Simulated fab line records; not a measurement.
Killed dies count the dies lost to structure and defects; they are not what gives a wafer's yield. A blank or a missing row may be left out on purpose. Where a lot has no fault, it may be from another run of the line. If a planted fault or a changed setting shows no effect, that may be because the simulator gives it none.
Lot-split experiment + flow n5 finfet + 21 wafers read from 7 lots, route of 1938 steps

## THE SPLIT ITSELF
At N5_BEOL_M9_ETCH_62 (etches SOC in N2/H2, target depth 110 nm, overetch 22 nm, time 165 s), the setting source w was moved away from the recipe's 840 W on 7 of the 21 wafers read, by -5.6% to +17.8%. This setting was run at the recipe's value on the other wafers.

The reading comes from the split's own step.

## THE READING
rf vpp V, in V, at N5_BEOL_M9_ETCH_62 (etches SOC in N2/H2, target depth 110 nm, overetch 22 nm, time 165 s). A value of 522.8 V with a standard deviation of 2.9 V is what fault-free wafers of this fab line usually give.

| wafer  | tool, chamber at the split | source w as run, W | against the recipe | rf vpp V, V | against lot-mates on the recipe |
|--------|----------------------------|--------------------|--------------------|-------------|---------------------------------|
| L081.1 | rie diel-02, 0             | 793                | -5.6%              | 537.8       | no lot-mate on the recipe       |
| L081.2 | rie diel-02, 2             | 793                | -5.6%              | 531.8       | no lot-mate on the recipe       |
| L081.6 | rie diel-02, 2             | 793                | -5.6%              | 528.9       | no lot-mate on the recipe       |
| L083.1 | rie diel-02, 1             | 840                | recipe             | 520.7       | -                               |
| L083.2 | rie diel-02, 0             | 916.3              | +9.1%              | 512.1       | -8.4                            |
| L083.4 | rie diel-02, 2             | 840                | recipe             | 520.4       | -                               |
| L088.1 | rie diel-01, 1             | 989.2              | +17.8%             | 497.5       | -25.4                           |
| L088.5 | rie diel-01, 3             | 840                | recipe             | 522.6       | -                               |
| L088.6 | rie diel-01, 2             | 840                | recipe             | 523.2       | -                               |
| L090.2 | rie diel-02, 1             | 840                | recipe             | 520.4       | -                               |
| L090.3 | rie diel-02, 3             | 840                | recipe             | 523.5       | -                               |
| L090.4 | rie diel-02, 2             | 840                | recipe             | 520.2       | -                               |
| L093.2 | rie diel-02, 0             | 840                | recipe             | 526.3       | -                               |
| L093.3 | rie diel-02, 1             | 797.5              | -5.1%              | 529.9       | +3.6                            |
| L093.4 | rie diel-02, 3             | 797.5              | -5.1%              | 534.1       | +7.8                            |
| L091.2 | rie diel-06, 3             | 840                | recipe             | 526.5       | -                               |
| L091.3 | rie diel-06, 2             | 840                | recipe             | 520.9       | -                               |
| L091.5 | rie diel-06, 1             | 840                | recipe             | 520.5       | -                               |
| L092.3 | rie diel-01, 1             | 840                | recipe             | 525.9       | -                               |
| L092.4 | rie diel-01, 2             | 840                | recipe             | 522.5       | -                               |
| L092.6 | rie diel-01, 2             | 840                | recipe             | 523.7       | -                               |

THE FIT
A straight line over all 21 wafers: rf vpp V changes by -1.49 V for each +1% of source w; r = -0.95; the points scatter about the line by 2.7 V.
The same after taking each lot's own level away (the mean of its wafers on the recipe; 18 wafers): -1.3 V for each +1%; r = -0.96; scatter 2 V.
The reading moves by 23 V for the largest change in source w, on that fit.
The span of the lots' own levels, 520.55 to 526.30 V, comes to 2.0 times the standard deviation stated above.
Hence the slope depends on the lot-to-lot level, as the two fits are not the same.
Check: -17.7 V against its lot-mates is what the line predicts for one of the wafers moved furthest among these (+17.8%) when that wafer is left out of the fit. Against them it came out at -25.4 V.
Tool readings at the split's step, against how far the setting was moved: rf vpp V r = -0.95.

## OTHER SPLITS APPLIED TO THESE WAFERS
Other splits were also applied to these wafers ahead of the reading. Each is held against what the fit with the lots' levels taken away leaves over:
| other split on the same wafers | wafers away from the commonest value | r with rf vpp V (lot level and that fit taken away) |
|--------------------------------|--------------------------------------|-----------------------------------------------------|
| N5_BEOL_M8_PEB_09 peb time s   | 8                                    | -0.05                                               |
| N5_BEOL_M9_PECVD_70 temp c     | 9                                    | +0.02                                               |
| N5_BEOL_M9_EXPOSE_08 dose mj   | 7                                    | +0.07                                               |

## THE WHOLE CHAIN: every reading that the file lists as answering this split, in the file's order
| step               | what it does                                                         | reading                                                                          | change (the file's fit)                | r (the file's) |
|--------------------|----------------------------------------------------------------------|----------------------------------------------------------------------------------|----------------------------------------|----------------|
| N5_BEOL_M9_ETCH_62 | etches SOC in N2/H2, target depth 110 nm, overetch 22 nm, time 165 s | rf vpp V                                                                         | -1.32 V for each +1% of the setting    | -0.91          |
| N5_BEOL_M9_ETCH_62 | etches SOC in N2/H2, target depth 110 nm, overetch 22 nm, time 165 s | SiARC_of_BEOL_M9_COAT_60.thk nm (the simulator's own value, which no gauge read) | -0.0289 nm for each +1% of the setting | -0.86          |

## FILE'S OWN FIT
rf vpp V changes by -1.32 V for each +1% of source w, r = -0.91.
